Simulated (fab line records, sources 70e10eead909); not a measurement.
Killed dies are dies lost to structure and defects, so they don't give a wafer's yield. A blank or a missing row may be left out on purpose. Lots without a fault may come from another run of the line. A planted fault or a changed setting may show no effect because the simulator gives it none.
Chamber matching | flow nand_harc | NHARC_A_CHANNEL_HOLE_D1_ETCH_44 on rie_diel-08: 4 sister chambers
The step etches the open film in CF4/O2, target depth 140 nm, overetch 14 nm, time 77 s. 36 wafers are shown with their chamber, then 12 later ones without.

WAFERS WITH THEIR CHAMBER
wafer  | chamber | drypump_motor_current_A (A) | rf_vpp_V (V) | oes_product_au (a.u.)
L074.2 | 0       | 5.7                         | 198.3        | 0.989
L074.5 | 3       | 6.0                         | 196.4        | 1.003
L074.6 | 2       | 6.5                         | 196.9        | 0.992
L076.1 | 3       | 6.0                         | 196.4        | 0.999
L076.3 | 1       | 4.8                         | 199.3        | 1.004
L076.4 | 1       | 4.9                         | 198.5        | 1.006
L079.2 | 3       | 6.0                         | 196.4        | 0.986
L079.5 | 3       | 6.0                         | 195.7        | 0.992
L079.6 | 1       | 4.9                         | 199.8        | 1.004
L078.1 | 1       | 4.9                         | 198.9        | 1.003
L078.2 | 2       | 6.5                         | 198.7        | 0.991
L078.5 | 2       | 6.4                         | 198.1        | 0.990
L080.1 | 0       | 5.7                         | 198.4        | 0.996
L080.2 | 1       | 4.9                         | 198.8        | 1.004
L080.5 | 0       | 5.7                         | 199.2        | 1.002
L082.2 | 2       | 6.5                         | 198.1        | 0.990
L082.3 | 0       | 5.7                         | 199.7        | 1.006
L082.5 | 2       | 6.5                         | 197.8        | 0.990
L084.1 | 0       | 5.7                         | 198.5        | 0.986
L084.3 | 3       | 6.0                         | 194.5        | 0.996
L084.5 | 2       | 6.5                         | 198.8        | 0.994
L086.4 | 1       | 4.9                         | 199.5        | 1.005
L086.5 | 2       | 6.4                         | 197.3        | 0.989
L086.6 | 3       | 6.0                         | 193.8        | 0.993
L085.1 | 3       | 6.0                         | 195.5        | 0.989
L085.2 | 2       | 6.4                         | 197.9        | 0.988
L085.6 | 3       | 6.0                         | 197.5        | 0.997
L089.3 | 1       | 4.9                         | 198.7        | 1.011
L089.5 | 0       | 5.7                         | 198.5        | 0.993
L089.6 | 3       | 6.0                         | 195.6        | 0.995
L091.1 | 0       | 5.7                         | 200.0        | 1.021
L091.3 | 3       | 6.0                         | 195.7        | 1.007
L091.6 | 0       | 5.7                         | 199.3        | 1.016
L090.1 | 3       | 6.0                         | 196.4        | 0.995
L090.3 | 0       | 5.7                         | 198.7        | 1.004
L090.5 | 0       | 5.7                         | 198.9        | 1.005

SIGNATURES (means of the wafers above)
reading                 | chamber 0 | chamber 1 | chamber 2 | chamber 3 | scatter within a chamber
drypump_motor_current_A | 5.700     | 4.886     | 6.463     | 6.000     | 0.0292
rf_vpp_V                | 198.950   | 199.071   | 197.950   | 195.809   | 0.738
oes_product_au          | 1.00180   | 1.00529   | 0.99050   | 0.99564   | 0.00696
Rule: a wafer's distance from a chamber is the root of the sum, over the readings, of the square of ((its reading less the chamber's mean) divided by the reading's scatter). The wafer belongs to the nearest chamber; if the next one is less than 2 further off, it can't be placed. The scatter: the root of (the sum of the squares of (reading less its chamber's mean) over the shown wafers, divided by (wafers less chambers)).

WAFERS WITHOUT THEIR CHAMBER
wafer  | drypump_motor_current_A (A) | rf_vpp_V (V) | oes_product_au (a.u.)
L094.1 | 5.7                         | 198.4        | 1.008
L094.3 | 4.8                         | 200.9        | 1.023
L094.4 | 5.9                         | 195.1        | 1.001
L095.1 | 5.7                         | 199.3        | 1.002
L095.4 | 6.5                         | 198.2        | 0.994
L095.5 | 6.5                         | 198.6        | 0.991
L096.2 | 6.0                         | 197.5        | 1.002
L096.3 | 5.7                         | 197.9        | 1.013
L096.5 | 5.7                         | 200.8        | 1.000
L097.2 | 6.5                         | 199.3        | 0.985
L097.4 | 4.9                         | 199.8        | 1.014
L097.5 | 5.7                         | 199.4        | 1.000

WHICH CHAMBER EACH WENT THROUGH
wafer  | from the rows above | in truth
L094.1 | 0                   | 0
L094.3 | 1                   | 1
L094.4 | 3                   | 3
L095.1 | 0                   | 0
L095.4 | 2                   | 2
L095.5 | 2                   | 2
L096.2 | 3                   | 3
L096.3 | 0                   | 0
L096.5 | 0                   | 0
L097.2 | 2                   | 2
L097.4 | 1                   | 1
L097.5 | 0                   | 0
Placed correctly: 12 of 12. Can't be placed from these rows: 0. Placed wrongly: 0.
